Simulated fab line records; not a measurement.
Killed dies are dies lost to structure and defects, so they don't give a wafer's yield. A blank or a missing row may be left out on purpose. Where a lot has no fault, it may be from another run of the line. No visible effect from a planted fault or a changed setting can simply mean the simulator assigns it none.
fab line records :: flow n5_finfet :: part 2 of 2: steps 21 to 31 of 31
record:
  lots: 5
  wafers: 15
  last_day: 19
route steps=1938 shown MOL_CONTACT_COAG@534
lots that met no fault: from a run of the same line without faults
start_h: hours from the record's first day to the start of the lot's first wafer shown :: wait_h: hours since the lot's step before :: " identical to the entry in the row above :: L1.1+2: several wafers, shown together as one row :: - either no value or no given start :: * or withheld: withheld :: < > ~ a bound
route shown NAME@n: NAME is a module with steps in the file, n the number in the route of the first one :: usual: mean/standard deviation taken from wafers without a fault :: same: alike in all rows :: chamber/n: place in a boat :: sites: each site's reading :: _std_site: standard deviation of those values :: _edge_site: mean of outer sites minus mean of inner sites :: radius_mm: for every site, how far away it sits from the centre of the wafer :: mask NAME#n: copy n :: behind: the most recent tool/chamber to have shaped the wafer :: hold: the reason the lot was held/the length of the hold in hours/how it ended :: device: the n, p or np transistor that did not switch :: end of line: at the end of the route, the tests of the same wafers :: a step with no rows: only its recipe :: killed: count of dies lost to structure and defects at first sort (not the wafer's yield) :: map: shows each die of a wafer: x if killed, . if not, _ if none is there
set.NAME: the setting that was run; set.NAME@STEP: the one run at that earlier step :: model.NAME: the simulator's own value behind a step, which no gauge read
lots seen at some steps along the route; tables by step, rows by wafer
services: from which hour (start_h, from the record's first day; less than 0 if before it) a tool's chamber was out of use, for how many hours, and why
== steps ==
step: N5_MOL_CONTACT_COAG_CMP_23
recipe:
  stop_on: SiO2
  t_overpolish_s: 1.5
  post_cmp_clean: cu_alkaline
  down_force_psi: 2
  platen_rpm: 50.289
  pad_velocity_m_s: 1.0006
  target_thk_nm: 0
usual:
  motor_current_A: 8.2/1
  overpolish_run_s: 1.502/0.01
  retaining_ring_pressure_frac: 1.000/0.0053
  time_to_endpoint_s: 9.1/2.4
lot.wafer: L079.2
tool: cmp-01
chamber: 0
start_h: 122.15
wait_h: 0.1
motor_current_A: 9.5
overpolish_run_s: 1.511
retaining_ring_pressure_frac: 1.006
time_to_endpoint_s: 10.3

lot.wafer: L079.3
tool: cmp-01
chamber: 2
start_h: 122.15
wait_h: 0.1
motor_current_A: 7.1
overpolish_run_s: 1.500
retaining_ring_pressure_frac: 0.996
time_to_endpoint_s: 8.5

lot.wafer: L079.6
tool: cmp-01
chamber: 0
start_h: 122.15
wait_h: 0.1
motor_current_A: 8.9
overpolish_run_s: 1.512
retaining_ring_pressure_frac: 0.999
time_to_endpoint_s: 12.2

lot.wafer: L080.4
tool: cmp-01
chamber: 2
start_h: 134.63
wait_h: 0.0
motor_current_A: 6.9
overpolish_run_s: 1.491
retaining_ring_pressure_frac: 0.997
time_to_endpoint_s: 4.0

lot.wafer: L080.2
tool: cmp-01
chamber: 0
start_h: 134.63
wait_h: 0.0
motor_current_A: 8.5
overpolish_run_s: 1.504
retaining_ring_pressure_frac: 0.992
time_to_endpoint_s: 7.8

lot.wafer: L080.5
tool: cmp-01
chamber: 3
start_h: 134.63
wait_h: 0.0
motor_current_A: 9.1
overpolish_run_s: 1.492
retaining_ring_pressure_frac: 1.002
time_to_endpoint_s: 7.7

lot.wafer: L086.4
tool: cmp-04
chamber: 0
start_h: 172.29
wait_h: 0.0
motor_current_A: 6.9
overpolish_run_s: 1.495
retaining_ring_pressure_frac: 0.998
time_to_endpoint_s: 7.2

lot.wafer: L086.3
tool: cmp-04
chamber: 1
start_h: 172.29
wait_h: 0.0
motor_current_A: 9.2
overpolish_run_s: 1.500
retaining_ring_pressure_frac: 1.000
time_to_endpoint_s: 8.1

lot.wafer: L086.1
tool: cmp-04
chamber: 3
start_h: 172.29
wait_h: 0.0
motor_current_A: 7.9
overpolish_run_s: 1.502
retaining_ring_pressure_frac: 1.001
time_to_endpoint_s: 5.2

lot.wafer: L087.1
tool: cmp-02
chamber: 0
start_h: 175.91
wait_h: 0.4
motor_current_A: 8.9
overpolish_run_s: 1.484
retaining_ring_pressure_frac: 1.004
time_to_endpoint_s: 6.6

lot.wafer: L087.2
tool: cmp-02
chamber: 2
start_h: 175.91
wait_h: 0.4
motor_current_A: 8.0
overpolish_run_s: 1.516
retaining_ring_pressure_frac: 1.004
time_to_endpoint_s: 4.8

lot.wafer: L087.3
tool: cmp-02
chamber: 3
start_h: 175.91
wait_h: 0.4
motor_current_A: 9.4
overpolish_run_s: 1.503
retaining_ring_pressure_frac: 0.992
time_to_endpoint_s: 5.4

lot.wafer: L095.3
tool: cmp-01
chamber: 3
start_h: 224.46
wait_h: 0.0
motor_current_A: 8.3
overpolish_run_s: 1.511
retaining_ring_pressure_frac: 0.996
time_to_endpoint_s: 9.8

lot.wafer: L095.2
tool: cmp-01
chamber: 1
start_h: 224.46
wait_h: 0.0
motor_current_A: 6.7
overpolish_run_s: 1.490
retaining_ring_pressure_frac: 0.999
time_to_endpoint_s: 6.8

lot.wafer: L095.6
tool: cmp-01
chamber: 3
start_h: 224.46
wait_h: 0.0
motor_current_A: 9.0
overpolish_run_s: 1.508
retaining_ring_pressure_frac: 1.004
time_to_endpoint_s: 11.3
step: N5_MOL_CONTACT_COAG_WET_ETCH_26
recipe:
  target: Co
  target_depth_nm: 13
lot.wafer: L079.2+3+6
tool: wet_bench-06
chamber: 0,7,2
start_h: 122.48
wait_h: 0.1

lot.wafer: L080.2+4+5
tool: wet_bench-02
chamber: 4,5,1
start_h: 134.99
wait_h: 0.0

lot.wafer: L086.1+3+4
tool: wet_bench-05
chamber: 0,3,5
start_h: 172.64
wait_h: 0.0

lot.wafer: L087.1+2+3
tool: wet_bench-05
chamber: 3,2,5
start_h: 176.26
wait_h: 0.0

lot.wafer: L095.2+3+6
tool: wet_bench-06
chamber: 6,0,7
start_h: 224.81
wait_h: 0.0
step: N5_MOL_CONTACT_COAG_WET_ETCH_116
recipe:
  chemistry: SC1-inhibited
  target_depth_nm: 4.6
  dry: ipa_marangoni
  rinse_time_s: 30
  rinse_temp_c: 23
lot.wafer: L079.2+3+6
tool: wet_bench-06
chamber: 0,7,2
start_h: 122.65
wait_h: 0.0

lot.wafer: L080.2+4+5
tool: wet_bench-02
chamber: 4,5,1
start_h: 135.15
wait_h: 0.0

lot.wafer: L086.1+3+4
tool: wet_bench-05
chamber: 0,3,5
start_h: 172.79
wait_h: 0.0

lot.wafer: L087.1+2+3
tool: wet_bench-05
chamber: 3,2,5
start_h: 176.41
wait_h: 0.0

lot.wafer: L095.2+3+6
tool: wet_bench-06
chamber: 6,0,7
start_h: 224.96
wait_h: 0.0
step: N5_MOL_CONTACT_COAG_ALD_27
recipe:
  material: SiOC
  target_thk_a: 170
  temp_c: 400
  ald_precursor_family: carbosiloxane
  ald_co_reactant: H2-plasma
  pulse_time_s: 1.5
  time_s: 2720
  purge_time_s: 2
  co_reactant_purge_time_s: 2
  ald_cycles: 340
  pressure_torr: 2
usual:
  heater_power_w: 870/68
  precursor_pulse_height_rel: 0.998/0.02
lot.wafer: L079.2
tool: ald_sin-01
chamber: 1
start_h: 123.00
wait_h: 0.0
heater_power_w: 903
precursor_pulse_height_rel: 1.011

lot.wafer: L079.3
tool: ald_sin-01
chamber: 3
start_h: 123.00
wait_h: 0.0
heater_power_w: 1027
precursor_pulse_height_rel: 1.000

lot.wafer: L079.6
tool: ald_sin-01
chamber: 1
start_h: 123.00
wait_h: 0.0
heater_power_w: 903
precursor_pulse_height_rel: 1.009

lot.wafer: L080.2
tool: ald_sin-03
chamber: 3
start_h: 135.50
wait_h: 0.0
heater_power_w: 867
precursor_pulse_height_rel: 0.957

lot.wafer: L080.4
tool: ald_sin-03
chamber: 0
start_h: 135.50
wait_h: 0.0
heater_power_w: 749
precursor_pulse_height_rel: 1.004

lot.wafer: L080.5
tool: ald_sin-03
chamber: 3
start_h: 135.50
wait_h: 0.0
heater_power_w: 872
precursor_pulse_height_rel: 1.003

lot.wafer: L086.1
tool: ald_sin-03
chamber: 1
start_h: 173.11
wait_h: 0.0
heater_power_w: 899
precursor_pulse_height_rel: 0.982

lot.wafer: L086.3
tool: ald_sin-03
chamber: 3
start_h: 173.11
wait_h: 0.0
heater_power_w: 868
precursor_pulse_height_rel: 1.033

lot.wafer: L086.4
tool: ald_sin-03
chamber: 1
start_h: 173.11
wait_h: 0.0
heater_power_w: 893
precursor_pulse_height_rel: 0.981

lot.wafer: L087.1
tool: ald_sin-03
chamber: 1
start_h: 177.35
wait_h: 0.7
heater_power_w: 887
precursor_pulse_height_rel: 1.015

lot.wafer: L087.2
tool: ald_sin-03
chamber: 3
start_h: 177.35
wait_h: 0.7
heater_power_w: 867
precursor_pulse_height_rel: 0.952

lot.wafer: L087.3
tool: ald_sin-03
chamber: 2
start_h: 177.35
wait_h: 0.7
heater_power_w: 802
precursor_pulse_height_rel: 0.976

lot.wafer: L095.2
tool: ald_sin-01
chamber: 2
start_h: 225.67
wait_h: 0.4
heater_power_w: 807
precursor_pulse_height_rel: 1.005

lot.wafer: L095.3
tool: ald_sin-01
chamber: 0
start_h: 225.67
wait_h: 0.4
heater_power_w: 872
precursor_pulse_height_rel: 1.018

lot.wafer: L095.6
tool: ald_sin-01
chamber: 1
start_h: 225.67
wait_h: 0.4
heater_power_w: 914
precursor_pulse_height_rel: 1.051
step: N5_MOL_CONTACT_COAG_CMP_28
recipe:
  stop_on: SiNx
  t_overpolish_s: 0.85
  post_cmp_clean: alkaline_brush
  down_force_psi: 4.15
  platen_rpm: 51.8
  pad_velocity_m_s: 1.0307
  target_thk_nm: 14.522
usual:
  motor_current_A: 12.7/1.5
  retaining_ring_pressure_frac: 0.999/0.0052
  time_to_endpoint_s: 3.7/2
lot.wafer: L079.2
tool: cmp-01
chamber: 3
start_h: 124.56
wait_h: 0.8
motor_current_A: 14.5
retaining_ring_pressure_frac: 0.999
time_to_endpoint_s: 5.4

lot.wafer: L079.3
tool: cmp-01
chamber: 2
start_h: 124.56
wait_h: 0.8
motor_current_A: 10.2
retaining_ring_pressure_frac: 0.994
time_to_endpoint_s: 3.5

lot.wafer: L079.6
tool: cmp-01
chamber: 3
start_h: 124.56
wait_h: 0.8
motor_current_A: 14.3
retaining_ring_pressure_frac: 1.004
time_to_endpoint_s: 3.7

lot.wafer: L080.2
tool: cmp-04
chamber: 1
start_h: 137.13
wait_h: 0.9
motor_current_A: 14.5
retaining_ring_pressure_frac: 0.997
time_to_endpoint_s: 3.8

lot.wafer: L080.4
tool: cmp-04
chamber: 3
start_h: 137.13
wait_h: 0.9
motor_current_A: 12.3
retaining_ring_pressure_frac: 1.005
time_to_endpoint_s: 1.3

lot.wafer: L080.5
tool: cmp-04
chamber: 2
start_h: 137.13
wait_h: 0.9
motor_current_A: 11.7
retaining_ring_pressure_frac: 0.998
time_to_endpoint_s: 4.3

lot.wafer: L086.1
tool: cmp-02
chamber: 0
start_h: 174.85
wait_h: 1.0
motor_current_A: 13.9
retaining_ring_pressure_frac: 0.997
time_to_endpoint_s: 3.7

lot.wafer: L086.4
tool: cmp-02
chamber: 1
start_h: 174.85
wait_h: 1.0
motor_current_A: 12.7
retaining_ring_pressure_frac: 0.998
time_to_endpoint_s: 4.6

lot.wafer: L086.3
tool: cmp-02
chamber: 2
start_h: 174.85
wait_h: 1.0
motor_current_A: 12.5
retaining_ring_pressure_frac: 1.006
time_to_endpoint_s: 2.4

lot.wafer: L087.3
tool: cmp-04
chamber: 2
start_h: 178.92
wait_h: 0.8
motor_current_A: 11.7
retaining_ring_pressure_frac: 0.997
time_to_endpoint_s: 4.5

lot.wafer: L087.1
tool: cmp-04
chamber: 3
start_h: 178.92
wait_h: 0.8
motor_current_A: 12.6
retaining_ring_pressure_frac: 1.001
time_to_endpoint_s: 2.4

lot.wafer: L087.2
tool: cmp-04
chamber: 1
start_h: 178.92
wait_h: 0.8
motor_current_A: 13.1
retaining_ring_pressure_frac: 1.002
time_to_endpoint_s: 4.2

lot.wafer: L095.3
tool: cmp-04
chamber: 1
start_h: 227.32
wait_h: 0.9
motor_current_A: 13.5
retaining_ring_pressure_frac: 1.002
time_to_endpoint_s: 3.7

lot.wafer: L095.2
tool: cmp-04
chamber: 2
start_h: 227.32
wait_h: 0.9
motor_current_A: 12.0
retaining_ring_pressure_frac: 0.996
time_to_endpoint_s: 2.6

lot.wafer: L095.6
tool: cmp-04
chamber: 3
start_h: 227.32
wait_h: 0.9
motor_current_A: 12.4
retaining_ring_pressure_frac: 1.004
time_to_endpoint_s: 0.8
step: N5_MOL_CONTACT_COAG_THK_MEAS_29
recipe:
  reads: SiNx_of_GATE_CUT_PECVD_57+SiNx_of_GATE_CUT_SAC_CAP_01
usual:
  MD_CAP_THK: 17.93/0.092
lot.wafer: L079.2
tool: film_metro-01
chamber: -
start_h: 124.86
wait_h: -
MD_CAP_THK[nm]: 18.02

lot.wafer: L079.3
tool: film_metro-01
chamber: -
start_h: 124.86
wait_h: -
MD_CAP_THK[nm]: 17.84

lot.wafer: L079.6
tool: film_metro-01
chamber: -
start_h: 124.86
wait_h: -
MD_CAP_THK[nm]: 17.99

lot.wafer: L080.2
tool: film_metro-02
chamber: -
start_h: 137.43
wait_h: -
MD_CAP_THK[nm]: 17.88

lot.wafer: L080.4
tool: film_metro-02
chamber: -
start_h: 137.43
wait_h: -
MD_CAP_THK[nm]: 17.86

lot.wafer: L080.5
tool: film_metro-02
chamber: -
start_h: 137.43
wait_h: -
MD_CAP_THK[nm]: 17.81

lot.wafer: L086.1
tool: film_metro-01
chamber: -
start_h: 175.11
wait_h: -
MD_CAP_THK[nm]: 17.92

lot.wafer: L086.3
tool: film_metro-01
chamber: -
start_h: 175.11
wait_h: -
MD_CAP_THK[nm]: 17.95

lot.wafer: L086.4
tool: film_metro-01
chamber: -
start_h: 175.11
wait_h: -
MD_CAP_THK[nm]: 17.88

lot.wafer: L087.1
tool: film_metro-01
chamber: -
start_h: 179.22
wait_h: -
MD_CAP_THK[nm]: 18.01

lot.wafer: L087.2
tool: film_metro-01
chamber: -
start_h: 179.22
wait_h: -
MD_CAP_THK[nm]: 17.88

lot.wafer: L087.3
tool: film_metro-01
chamber: -
start_h: 179.22
wait_h: -
MD_CAP_THK[nm]: 17.92

lot.wafer: L095.2
tool: film_metro-02
chamber: -
start_h: 227.54
wait_h: -
MD_CAP_THK[nm]: 17.97

lot.wafer: L095.3
tool: film_metro-02
chamber: -
start_h: 227.54
wait_h: -
MD_CAP_THK[nm]: 17.72

lot.wafer: L095.6
tool: film_metro-02
chamber: -
start_h: 227.54
wait_h: -
MD_CAP_THK[nm]: 17.81
step: N5_MOL_CONTACT_COAG_ALD_123
recipe:
  material: SiNx
  target_thk_a: 50
  temp_c: 400
  ald_precursor_family: SiH2I2
  ald_co_reactant: N2/H2-plasma
  pulse_time_s: 1
  purge_time_s: 2
  co_reactant_purge_time_s: 2
  ald_cycles: 100
  pressure_torr: 2
usual:
  heater_power_w: 859/65
  precursor_pulse_height_rel: 1.002/0.019
lot.wafer: L079.2
tool: ald_sin-03
chamber: 3
start_h: 124.89
wait_h: 0.0
heater_power_w: 883
precursor_pulse_height_rel: 0.965

lot.wafer: L079.3
tool: ald_sin-03
chamber: 2
start_h: 124.89
wait_h: 0.0
heater_power_w: 804
precursor_pulse_height_rel: 0.974

lot.wafer: L079.6
tool: ald_sin-03
chamber: 0
start_h: 124.89
wait_h: 0.0
heater_power_w: 746
precursor_pulse_height_rel: 1.011

lot.wafer: L080.2
tool: ald_sin-03
chamber: 3
start_h: 137.47
wait_h: 0.0
heater_power_w: 875
precursor_pulse_height_rel: 0.976

lot.wafer: L080.4
tool: ald_sin-03
chamber: 1
start_h: 137.47
wait_h: 0.0
heater_power_w: 911
precursor_pulse_height_rel: 1.005

lot.wafer: L080.5
tool: ald_sin-03
chamber: 0
start_h: 137.47
wait_h: 0.0
heater_power_w: 722
precursor_pulse_height_rel: 1.028

lot.wafer: L086.1
tool: ald_sin-02
chamber: 1
start_h: 175.14
wait_h: 0.0
heater_power_w: 938
precursor_pulse_height_rel: 0.997

lot.wafer: L086.3
tool: ald_sin-02
chamber: 2
start_h: 175.14
wait_h: 0.0
heater_power_w: 905
precursor_pulse_height_rel: 1.013

lot.wafer: L086.4
tool: ald_sin-02
chamber: 0
start_h: 175.14
wait_h: 0.0
heater_power_w: 931
precursor_pulse_height_rel: 1.018

lot.wafer: L087.1
tool: ald_sin-01
chamber: 2
start_h: 179.25
wait_h: 0.0
heater_power_w: 816
precursor_pulse_height_rel: 0.975

lot.wafer: L087.2
tool: ald_sin-01
chamber: 1
start_h: 179.25
wait_h: 0.0
heater_power_w: 914
precursor_pulse_height_rel: 0.989

lot.wafer: L087.3
tool: ald_sin-01
chamber: 3
start_h: 179.25
wait_h: 0.0
heater_power_w: 1032
precursor_pulse_height_rel: 1.003

lot.wafer: L095.2
tool: ald_sin-03
chamber: 2
start_h: 227.57
wait_h: 0.0
heater_power_w: 818
precursor_pulse_height_rel: 1.021

lot.wafer: L095.3
tool: ald_sin-03
chamber: 1
start_h: 227.57
wait_h: 0.0
heater_power_w: 876
precursor_pulse_height_rel: 0.999

lot.wafer: L095.6
tool: ald_sin-03
chamber: 1
start_h: 227.57
wait_h: 0.0
heater_power_w: 897
precursor_pulse_height_rel: 1.001
step: N5_MOL_CONTACT_COAG_PECVD_31
recipe:
  material: SiO2
  target_thk_a: 460
  temp_c: 400
  precursor: TEOS/O2
  pressure_torr: 6.5
  rf_w: withheld
  teos_flow_sccm: withheld
  gas: O2
  flow_sccm: 2650
  time_s: 8.9
lot.wafer: L079.2+3+6
tool: pecvd-03
chamber: 1,2,1
start_h: 125.40
wait_h: 0.3

lot.wafer: L080.2+4+5
tool: pecvd-01
chamber: 2,0,2
start_h: 137.97
wait_h: 0.3

lot.wafer: L086.1+3+4
tool: pecvd-03
chamber: 1,2,2
start_h: 175.65
wait_h: 0.3

lot.wafer: L087.1+2+3
tool: pecvd-03
chamber: 1,0,2
start_h: 179.77
wait_h: 0.3

lot.wafer: L095.2+3+6
tool: pecvd-01
chamber: 2
start_h: 228.08
wait_h: 0.3
step: N5_MOL_CONTACT_COAG_COAT_75
recipe:
  resist: SOC
  temp_c: 250
  time_s: 60
  spin_rpm: 1500
  resist_thk_nm: 60
usual:
  chill_plate_temp_C: 22.99/0.1
lot.wafer: L079.2
tool: litho_track-04
chamber: 0
start_h: 125.46
wait_h: 0.0
chill_plate_temp_C: 22.91

lot.wafer: L079.3
tool: litho_track-04
chamber: 0
start_h: 125.46
wait_h: 0.0
chill_plate_temp_C: 22.93

lot.wafer: L079.6
tool: litho_track-04
chamber: 0
start_h: 125.46
wait_h: 0.0
chill_plate_temp_C: 22.86

lot.wafer: L080.2
tool: litho_track-05
chamber: 0
start_h: 138.03
wait_h: 0.0
chill_plate_temp_C: 23.06

lot.wafer: L080.4
tool: litho_track-05
chamber: 0
start_h: 138.03
wait_h: 0.0
chill_plate_temp_C: 22.96

lot.wafer: L080.5
tool: litho_track-05
chamber: 0
start_h: 138.03
wait_h: 0.0
chill_plate_temp_C: 23.12

lot.wafer: L086.1
tool: litho_track-04
chamber: 0
start_h: 175.71
wait_h: 0.0
chill_plate_temp_C: 22.87

lot.wafer: L086.3
tool: litho_track-04
chamber: 0
start_h: 175.71
wait_h: 0.0
chill_plate_temp_C: 22.98

lot.wafer: L086.4
tool: litho_track-04
chamber: 0
start_h: 175.71
wait_h: 0.0
chill_plate_temp_C: 22.96

lot.wafer: L087.1
tool: litho_track-03
chamber: 0
start_h: 179.83
wait_h: 0.0
chill_plate_temp_C: 22.84

lot.wafer: L087.2
tool: litho_track-03
chamber: 0
start_h: 179.83
wait_h: 0.0
chill_plate_temp_C: 22.95

lot.wafer: L087.3
tool: litho_track-03
chamber: 0
start_h: 179.83
wait_h: 0.0
chill_plate_temp_C: 22.86

lot.wafer: L095.2
tool: litho_track-03
chamber: 0
start_h: 228.15
wait_h: 0.1
chill_plate_temp_C: 23.07

lot.wafer: L095.3
tool: litho_track-03
chamber: 0
start_h: 228.15
wait_h: 0.1
chill_plate_temp_C: 22.90

lot.wafer: L095.6
tool: litho_track-03
chamber: 0
start_h: 228.15
wait_h: 0.1
chill_plate_temp_C: 23.12
step: N5_MOL_CONTACT_COAG_COAT_76
recipe:
  resist: SiARC
  temp_c: 220
  time_s: 60
  spin_rpm: 1500
  resist_thk_nm: 10
usual:
  chill_plate_temp_C: 23.00/0.1
lot.wafer: L079.2
tool: litho_track-04
chamber: 0
start_h: -
wait_h: -
chill_plate_temp_C: 22.87

lot.wafer: L079.3
tool: litho_track-04
chamber: 0
start_h: -
wait_h: -
chill_plate_temp_C: 23.13

lot.wafer: L079.6
tool: litho_track-04
chamber: 0
start_h: -
wait_h: -
chill_plate_temp_C: 23.05

lot.wafer: L080.2
tool: litho_track-05
chamber: 0
start_h: -
wait_h: -
chill_plate_temp_C: 23.12

lot.wafer: L080.4
tool: litho_track-05
chamber: 0
start_h: -
wait_h: -
chill_plate_temp_C: 22.91

lot.wafer: L080.5
tool: litho_track-05
chamber: 0
start_h: -
wait_h: -
chill_plate_temp_C: 22.95

lot.wafer: L086.1
tool: litho_track-04
chamber: 0
start_h: -
wait_h: -
chill_plate_temp_C: 22.90

lot.wafer: L086.3
tool: litho_track-04
chamber: 0
start_h: -
wait_h: -
chill_plate_temp_C: 22.89

lot.wafer: L086.4
tool: litho_track-04
chamber: 0
start_h: -
wait_h: -
chill_plate_temp_C: 22.95

lot.wafer: L087.1
tool: litho_track-03
chamber: 0
start_h: -
wait_h: -
chill_plate_temp_C: 22.94

lot.wafer: L087.2
tool: litho_track-03
chamber: 0
start_h: -
wait_h: -
chill_plate_temp_C: 23.05

lot.wafer: L087.3
tool: litho_track-03
chamber: 0
start_h: -
wait_h: -
chill_plate_temp_C: 23.01

lot.wafer: L095.2
tool: litho_track-03
chamber: 0
start_h: -
wait_h: -
chill_plate_temp_C: 23.07

lot.wafer: L095.3
tool: litho_track-03
chamber: 0
start_h: -
wait_h: -
chill_plate_temp_C: 23.19

lot.wafer: L095.6
tool: litho_track-03
chamber: 0
start_h: -
wait_h: -
chill_plate_temp_C: 22.90
step: N5_MOL_CONTACT_COAG_COAT_77
recipe:
  resist: underlayer
  temp_c: 205
  time_s: 60
  spin_rpm: 1500
  resist_thk_nm: 10
usual:
  chill_plate_temp_C: 23.00/0.11
lot.wafer: L079.2
tool: litho_track-04
chamber: 0
start_h: -
wait_h: -
chill_plate_temp_C: 23.28

lot.wafer: L079.3
tool: litho_track-04
chamber: 0
start_h: -
wait_h: -
chill_plate_temp_C: 23.12

lot.wafer: L079.6
tool: litho_track-04
chamber: 0
start_h: -
wait_h: -
chill_plate_temp_C: 22.90

lot.wafer: L080.2
tool: litho_track-05
chamber: 0
start_h: -
wait_h: -
chill_plate_temp_C: 22.96

lot.wafer: L080.4
tool: litho_track-05
chamber: 0
start_h: -
wait_h: -
chill_plate_temp_C: 22.92

lot.wafer: L080.5
tool: litho_track-05
chamber: 0
start_h: -
wait_h: -
chill_plate_temp_C: 23.00

lot.wafer: L086.1
tool: litho_track-04
chamber: 0
start_h: -
wait_h: -
chill_plate_temp_C: 23.12

lot.wafer: L086.3
tool: litho_track-04
chamber: 0
start_h: -
wait_h: -
chill_plate_temp_C: 23.14

lot.wafer: L086.4
tool: litho_track-04
chamber: 0
start_h: -
wait_h: -
chill_plate_temp_C: 23.03

lot.wafer: L087.1
tool: litho_track-03
chamber: 0
start_h: -
wait_h: -
chill_plate_temp_C: 22.91

lot.wafer: L087.2
tool: litho_track-03
chamber: 0
start_h: -
wait_h: -
chill_plate_temp_C: 22.92

lot.wafer: L087.3
tool: litho_track-03
chamber: 0
start_h: -
wait_h: -
chill_plate_temp_C: 23.12

lot.wafer: L095.2
tool: litho_track-03
chamber: 0
start_h: -
wait_h: -
chill_plate_temp_C: 22.98

lot.wafer: L095.3
tool: litho_track-03
chamber: 0
start_h: -
wait_h: -
chill_plate_temp_C: 23.05

lot.wafer: L095.6
tool: litho_track-03
chamber: 0
start_h: -
wait_h: -
chill_plate_temp_C: 23.14
== services ==
tool: rtp_anneal-02
chamber: -
start_h: 92.80
hours: 5.4
kind: pm

tool: ald_sin-01
chamber: 0
start_h: 93.11
hours: 4.9
kind: repair

tool: pvd_sputter-03
chamber: -
start_h: 107.51
hours: 2.6
kind: repair

tool: implanter-02
chamber: -
start_h: 108.62
hours: 3.7
kind: pm

tool: cvd_co-01
chamber: -
start_h: 110.13
hours: 0.6
kind: repair

tool: ald_sin-01
chamber: -
start_h: 112.30
hours: 2.8
kind: pm

tool: cmp-04
chamber: -
start_h: 112.66
hours: 1.5
kind: repair

tool: rie_diel-05
chamber: -
start_h: 117.75
hours: 0.6
kind: repair

tool: implanter-02
chamber: -
start_h: 120.52
hours: 3.8
kind: pm

tool: rie_diel-05
chamber: -
start_h: 126.84
hours: 0.3
kind: repair

tool: wet_bench-06
chamber: -
start_h: 132.10
hours: 3.9
kind: repair

tool: pvd_sputter-02
chamber: -
start_h: 134.88
hours: 5.2
kind: repair

tool: pvd_sputter-03
chamber: -
start_h: 139.96
hours: 3.3
kind: repair

tool: cmp-01
chamber: -
start_h: 145.28
hours: 7.5
kind: pm

tool: rie_diel-04
chamber: 0
start_h: 146.11
hours: 2.5
kind: repair

tool: cmp-01
chamber: -
start_h: 164.61
hours: 0.9
kind: repair

tool: cmp-01
chamber: -
start_h: 167.81
hours: 0.7
kind: repair

tool: pvd_sputter-02
chamber: -
start_h: 168.67
hours: 3.0
kind: repair

tool: cvd_co-01
chamber: -
start_h: 172.67
hours: 4.3
kind: pm

tool: cmp-04
chamber: -
start_h: 172.74
hours: 4.0
kind: pm

tool: implanter-02
chamber: -
start_h: 185.95
hours: 0.8
kind: repair

tool: cmp-04
chamber: -
start_h: 189.57
hours: 3.7
kind: pm

tool: ald_sin-03
chamber: -
start_h: 209.92
hours: 6.1
kind: pm

tool: ald_metal-01
chamber: 2
start_h: 212.57
hours: 3.9
kind: repair
